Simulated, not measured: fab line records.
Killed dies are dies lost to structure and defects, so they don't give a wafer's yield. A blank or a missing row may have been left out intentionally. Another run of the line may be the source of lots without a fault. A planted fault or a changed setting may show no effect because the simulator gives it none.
Matching of chambers :: flow n5-finfet :: 3 sister chambers for N5_BEOL_M13_DEP_53 on pecvd-04
The step deposits SiCN from 3MS/NH3, target thk 50 nm, time 17.8 s. 6 wafers are shown with their chamber, then 7 later ones without.

WAFERS PAIRED WITH THEIR CHAMBERS
wafer: L145.4
chamber: 1
showerhead-plenum-p-Torr (Torr): 4.140
throttle-valve-pct (%): 18.9

wafer: L149.1
chamber: 2
showerhead-plenum-p-Torr (Torr): 4.157
throttle-valve-pct (%): 18.4

wafer: L149.3
chamber: 1
showerhead-plenum-p-Torr (Torr): 4.145
throttle-valve-pct (%): 19.0

wafer: L149.6
chamber: 0
showerhead-plenum-p-Torr (Torr): 4.174
throttle-valve-pct (%): 18.5

wafer: L157.4
chamber: 0
showerhead-plenum-p-Torr (Torr): 4.190
throttle-valve-pct (%): 18.3

wafer: L157.5
chamber: 2
showerhead-plenum-p-Torr (Torr): 4.159
throttle-valve-pct (%): 19.1

WAFERS WHOSE CHAMBER IS MISSING
wafer: L157.6
showerhead-plenum-p-Torr (Torr): 4.138
throttle-valve-pct (%): 18.7

wafer: L158.2
showerhead-plenum-p-Torr (Torr): 4.143
throttle-valve-pct (%): 18.8

wafer: L158.4
showerhead-plenum-p-Torr (Torr): 4.182
throttle-valve-pct (%): 18.6

wafer: L158.5
showerhead-plenum-p-Torr (Torr): 4.163
throttle-valve-pct (%): 18.8

wafer: L160.1
showerhead-plenum-p-Torr (Torr): 4.162
throttle-valve-pct (%): 18.8

wafer: L160.4
showerhead-plenum-p-Torr (Torr): 4.182
throttle-valve-pct (%): 18.2

wafer: L160.5
showerhead-plenum-p-Torr (Torr): 4.165
throttle-valve-pct (%): 18.9

WHICH CHAMBER EACH ONE RAN IN
wafer: L157.6
from the rows above: can't be placed: 1 or 2
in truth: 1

wafer: L158.2
from the rows above: can't be placed: 1 or 2
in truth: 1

wafer: L158.4
from the rows above: 0
in truth: 0

wafer: L158.5
from the rows above: 2
in truth: 2

wafer: L160.1
from the rows above: 2
in truth: 2

wafer: L160.4
from the rows above: 0
in truth: 0

wafer: L160.5
from the rows above: can't be placed: 2 or 0
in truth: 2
Correct placement for 4 of the 7. These rows do not allow placing 3 (true chamber among the candidates in 3). 0 placed wrongly.
How it was worked out, from the rows above alone: a wafer's distance from a chamber is the root of the sum, over the readings, of the square of ((its reading less the chamber's mean) divided by the reading's scatter). If the next closest chamber is less than 2 further off than the closest, the wafer can't be placed; otherwise it belongs to the closest. For every chamber, the mean is computed from those of its wafers that are shown. The scatter: take each reading less its chamber's mean, square it, sum over the shown wafers, divide by the number of wafers less the number of chambers, and take the root.
